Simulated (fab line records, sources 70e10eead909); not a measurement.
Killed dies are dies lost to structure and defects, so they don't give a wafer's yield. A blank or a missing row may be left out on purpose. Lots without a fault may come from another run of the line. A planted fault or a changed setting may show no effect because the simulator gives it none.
Chamber matching | flow nand_harc | NHARC_A_CONTACT_ETCH_90 on rie_diel-09: 4 sister chambers
The step etches the open film in CH3F/O2, target depth 40 nm, time 85.7 s. 30 wafers are shown with their chamber, then 12 later ones without.

WAFERS WITH THEIR CHAMBER
wafer  | chamber | showerhead_plenum_p_Torr (Torr) | drypump_motor_current_A (A) | rf_vpp_V (V)
L076.1 | 2       | 2.66                            | 6.0                         | 248.1
L076.2 | 0       | 2.61                            | 5.2                         | 246.0
L076.3 | 1       | 2.33                            | 6.3                         | 241.4
L074.1 | 1       | 2.33                            | 6.4                         | 242.3
L074.2 | 3       | 2.43                            | 5.7                         | 242.6
L074.5 | 2       | 2.66                            | 6.0                         | 247.1
L077.2 | 1       | 2.33                            | 6.4                         | 243.6
L077.3 | 2       | 2.66                            | 6.0                         | 247.9
L077.6 | 0       | 2.61                            | 5.1                         | 245.5
L078.2 | 3       | 2.42                            | 5.7                         | 242.7
L078.4 | 0       | 2.61                            | 5.1                         | 247.1
L078.5 | 0       | 2.60                            | 5.1                         | 245.5
L079.3 | 0       | 2.60                            | 5.2                         | 247.3
L079.4 | 0       | 2.60                            | 5.2                         | 246.0
L079.5 | 3       | 2.42                            | 5.7                         | 244.6
L080.3 | 3       | 2.42                            | 5.7                         | 244.2
L080.5 | 3       | 2.42                            | 5.7                         | 244.8
L080.6 | 2       | 2.66                            | 6.0                         | 246.9
L081.1 | 0       | 2.60                            | 5.2                         | 246.4
L081.3 | 3       | 2.42                            | 5.7                         | 244.1
L081.4 | 1       | 2.32                            | 6.3                         | 243.3
L090.1 | 3       | 2.42                            | 5.7                         | 243.0
L090.2 | 2       | 2.65                            | 6.0                         | 247.4
L090.3 | 1       | 2.32                            | 6.3                         | 241.9
L087.1 | 3       | 2.42                            | 5.7                         | 245.5
L087.2 | 2       | 2.65                            | 6.0                         | 248.0
L087.3 | 0       | 2.60                            | 5.2                         | 246.9
L091.1 | 0       | 2.60                            | 5.2                         | 247.2
L091.5 | 0       | 2.60                            | 5.2                         | 245.7
L091.6 | 3       | 2.42                            | 5.7                         | 243.4

SIGNATURES (means of the wafers above)
reading                  | chamber 0 | chamber 1 | chamber 2 | chamber 3 | scatter within a chamber
showerhead_plenum_p_Torr | 2.6030    | 2.3260    | 2.6567    | 2.4211    | 0.00461
drypump_motor_current_A  | 5.170     | 6.340     | 6.000     | 5.700     | 0.0356
rf_vpp_V                 | 246.360   | 242.500   | 247.567   | 243.878   | 0.821
Rule: a wafer's distance from a chamber is the root of the sum, over the readings, of the square of ((its reading less the chamber's mean) divided by the reading's scatter). The wafer belongs to the nearest chamber; if the next one is less than 2 further off, it can't be placed. The scatter: the root of (the sum of the squares of (reading less its chamber's mean) over the shown wafers, divided by (wafers less chambers)).

WAFERS WITHOUT THEIR CHAMBER
wafer  | showerhead_plenum_p_Torr (Torr) | drypump_motor_current_A (A) | rf_vpp_V (V)
L092.1 | 2.60                            | 5.2                         | 245.4
L092.2 | 2.32                            | 6.3                         | 242.3
L092.5 | 2.42                            | 5.7                         | 243.9
L094.1 | 2.65                            | 6.0                         | 246.9
L094.3 | 2.59                            | 5.2                         | 246.6
L094.4 | 2.42                            | 5.7                         | 244.6
L093.2 | 2.59                            | 5.2                         | 245.3
L093.4 | 2.31                            | 6.3                         | 241.2
L093.6 | 2.59                            | 5.2                         | 246.2
L096.1 | 2.65                            | 6.0                         | 246.5
L096.4 | 2.41                            | 5.7                         | 242.8
L096.6 | 2.65                            | 6.0                         | 247.0

WHICH CHAMBER EACH WENT THROUGH
wafer  | from the rows above | in truth
L092.1 | 0                   | 0
L092.2 | 1                   | 1
L092.5 | 3                   | 3
L094.1 | 2                   | 2
L094.3 | 0                   | 0
L094.4 | 3                   | 3
L093.2 | 0                   | 0
L093.4 | 1                   | 1
L093.6 | 0                   | 0
L096.1 | 2                   | 2
L096.4 | 3                   | 3
L096.6 | 2                   | 2
Placed correctly: 12 of 12. Can't be placed from these rows: 0. Placed wrongly: 0.
